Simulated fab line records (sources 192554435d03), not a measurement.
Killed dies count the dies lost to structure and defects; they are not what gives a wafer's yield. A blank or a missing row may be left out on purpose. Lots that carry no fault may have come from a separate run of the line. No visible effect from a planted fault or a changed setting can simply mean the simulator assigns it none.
Matching of chambers / flow n5 finfet / 4 sister chambers for N5_BEOL_M11_ETCH_66 on rie diel-04
The step etches SOC in N2/H2, target depth 120 nm, overetch 24 nm, time 180 s. 20 wafers are shown with their chamber, then 10 later ones without.

WAFERS PAIRED WITH THEIR CHAMBERS
wafer=L076.2; chamber=1; showerhead plenum p Torr (Torr)=2.64; throttle valve pct (%)=17.96; oes product au (a.u.)=0.58
wafer=L076.4; chamber=0; showerhead plenum p Torr (Torr)=2.48; throttle valve pct (%)=17.39; oes product au (a.u.)=0.68
wafer=L076.6; chamber=0; showerhead plenum p Torr (Torr)=2.48; throttle valve pct (%)=17.39; oes product au (a.u.)=0.68
wafer=L075.3; chamber=3; showerhead plenum p Torr (Torr)=2.68; throttle valve pct (%)=17.70; oes product au (a.u.)=0.67
wafer=L075.4; chamber=2; showerhead plenum p Torr (Torr)=2.60; throttle valve pct (%)=17.81; oes product au (a.u.)=0.74
wafer=L075.6; chamber=1; showerhead plenum p Torr (Torr)=2.64; throttle valve pct (%)=17.96; oes product au (a.u.)=0.58
wafer=L077.2; chamber=1; showerhead plenum p Torr (Torr)=2.64; throttle valve pct (%)=17.96; oes product au (a.u.)=0.58
wafer=L077.4; chamber=0; showerhead plenum p Torr (Torr)=2.48; throttle valve pct (%)=17.41; oes product au (a.u.)=0.68
wafer=L077.6; chamber=2; showerhead plenum p Torr (Torr)=2.60; throttle valve pct (%)=17.83; oes product au (a.u.)=0.73
wafer=L083.1; chamber=1; showerhead plenum p Torr (Torr)=2.63; throttle valve pct (%)=17.98; oes product au (a.u.)=0.57
wafer=L083.3; chamber=3; showerhead plenum p Torr (Torr)=2.68; throttle valve pct (%)=17.74; oes product au (a.u.)=0.65
wafer=L083.6; chamber=1; showerhead plenum p Torr (Torr)=2.63; throttle valve pct (%)=17.96; oes product au (a.u.)=0.57
wafer=L081.2; chamber=3; showerhead plenum p Torr (Torr)=2.68; throttle valve pct (%)=17.72; oes product au (a.u.)=0.65
wafer=L081.5; chamber=1; showerhead plenum p Torr (Torr)=2.63; throttle valve pct (%)=17.96; oes product au (a.u.)=0.57
wafer=L081.6; chamber=2; showerhead plenum p Torr (Torr)=2.59; throttle valve pct (%)=17.85; oes product au (a.u.)=0.71
wafer=L086.3; chamber=0; showerhead plenum p Torr (Torr)=2.48; throttle valve pct (%)=17.44; oes product au (a.u.)=0.68
wafer=L086.4; chamber=2; showerhead plenum p Torr (Torr)=2.59; throttle valve pct (%)=17.85; oes product au (a.u.)=0.71
wafer=L086.5; chamber=1; showerhead plenum p Torr (Torr)=2.63; throttle valve pct (%)=17.98; oes product au (a.u.)=0.57
wafer=L084.4; chamber=1; showerhead plenum p Torr (Torr)=2.63; throttle valve pct (%)=17.98; oes product au (a.u.)=0.58
wafer=L084.5; chamber=0; showerhead plenum p Torr (Torr)=2.48; throttle valve pct (%)=17.42; oes product au (a.u.)=0.67

SIGNATURES, as means of the wafers listed above
reading=showerhead plenum p Torr; chamber 0=2.4800; chamber 1=2.6338; chamber 2=2.5950; chamber 3=2.6800; scatter within a chamber=0.00424
reading=throttle valve pct; chamber 0=17.4100; chamber 1=17.9675; chamber 2=17.8350; chamber 3=17.7200; scatter within a chamber=0.0167
reading=oes product au; chamber 0=0.6780; chamber 1=0.5750; chamber 2=0.7225; chamber 3=0.6567; scatter within a chamber=0.00874
Rule: a wafer lies at a distance from a chamber equal to the root of the sum of squares, over the readings, of (its reading less the chamber's mean, divided by the reading's scatter). The wafer belongs to the nearest chamber; if the next one is less than 2 further off, it can't be placed. How the scatter is found: for the shown wafers, subtract from each reading the mean of its chamber, square and add these, divide the total by (wafers less chambers), then take the root.

WAFERS WITH NO CHAMBER GIVEN
wafer=L084.6; showerhead plenum p Torr (Torr)=2.63; throttle valve pct (%)=17.98; oes product au (a.u.)=0.57
wafer=L088.2; showerhead plenum p Torr (Torr)=2.63; throttle valve pct (%)=17.99; oes product au (a.u.)=0.56
wafer=L088.3; showerhead plenum p Torr (Torr)=2.47; throttle valve pct (%)=17.44; oes product au (a.u.)=0.66
wafer=L088.6; showerhead plenum p Torr (Torr)=2.67; throttle valve pct (%)=17.75; oes product au (a.u.)=0.64
wafer=L091.2; showerhead plenum p Torr (Torr)=2.47; throttle valve pct (%)=17.44; oes product au (a.u.)=0.66
wafer=L091.3; showerhead plenum p Torr (Torr)=2.67; throttle valve pct (%)=17.75; oes product au (a.u.)=0.64
wafer=L091.6; showerhead plenum p Torr (Torr)=2.47; throttle valve pct (%)=17.45; oes product au (a.u.)=0.66
wafer=L097.4; showerhead plenum p Torr (Torr)=2.58; throttle valve pct (%)=17.88; oes product au (a.u.)=0.70
wafer=L097.5; showerhead plenum p Torr (Torr)=2.62; throttle valve pct (%)=18.02; oes product au (a.u.)=0.56
wafer=L097.6; showerhead plenum p Torr (Torr)=2.58; throttle valve pct (%)=17.89; oes product au (a.u.)=0.69

WHICH CHAMBER EACH ONE RAN IN
wafer=L084.6; from the rows above=1; in truth=1
wafer=L088.2; from the rows above=1; in truth=1
wafer=L088.3; from the rows above=0; in truth=0
wafer=L088.6; from the rows above=3; in truth=3
wafer=L091.2; from the rows above=0; in truth=0
wafer=L091.3; from the rows above=3; in truth=3
wafer=L091.6; from the rows above=0; in truth=0
wafer=L097.4; from the rows above=2; in truth=2
wafer=L097.5; from the rows above=1; in truth=1
wafer=L097.6; from the rows above=2; in truth=2
10 of 10 placed correctly. Left unplaced by these rows: 0. Number placed wrongly: 0.
